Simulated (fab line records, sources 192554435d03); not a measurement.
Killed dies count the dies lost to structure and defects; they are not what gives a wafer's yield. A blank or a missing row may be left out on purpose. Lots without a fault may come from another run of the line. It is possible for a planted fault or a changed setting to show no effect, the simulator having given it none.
Chamber matching -- flow n5-finfet -- pecvd-04 running N5_BEOL_M9_DEP_56: 3 sister chambers
The step deposits SiCN from 3MS/NH3, target thk 15 nm, time 26.5 s. 6 wafers are shown with their chamber, then 6 later ones without.

## WAFERS PAIRED WITH THEIR CHAMBERS
wafer,chamber,throttle-valve-pct (%),showerhead-plenum-p-Torr (Torr)
L139.2,2,8.7,3.671
L147.1,1,9.6,3.656
L147.4,0,8.8,3.639
L147.6,0,8.8,3.639
L148.4,1,9.9,3.659
L148.6,2,8.3,3.679

## WAFERS WITH NO CHAMBER GIVEN
wafer,throttle-valve-pct (%),showerhead-plenum-p-Torr (Torr)
L149.2,9.7,3.663
L149.5,9.7,3.655
L149.6,8.6,3.680
L155.3,9.7,3.657
L155.4,8.8,3.672
L155.5,9.4,3.659

## THE CHAMBER EACH PASSED THROUGH
wafer,from the rows above,in truth
L149.2,1,1
L149.5,1,1
L149.6,2,2
L155.3,1,1
L155.4,2,2
L155.5,1,1
Correct placement for 6 of the 6. Left unplaced by these rows: 0. 0 placed wrongly.
How it was worked out, from the rows above alone: a wafer's distance from a chamber is the root of the sum, over the readings, of the square of ((its reading less the chamber's mean) divided by the reading's scatter). If the next closest chamber is less than 2 further off than the closest, the wafer can't be placed; otherwise it belongs to the closest. The mean given for a chamber averages the wafers shown for that chamber. How the scatter is found: for the shown wafers, subtract from each reading the mean of its chamber, square and add these, divide the total by (wafers less chambers), then take the root.
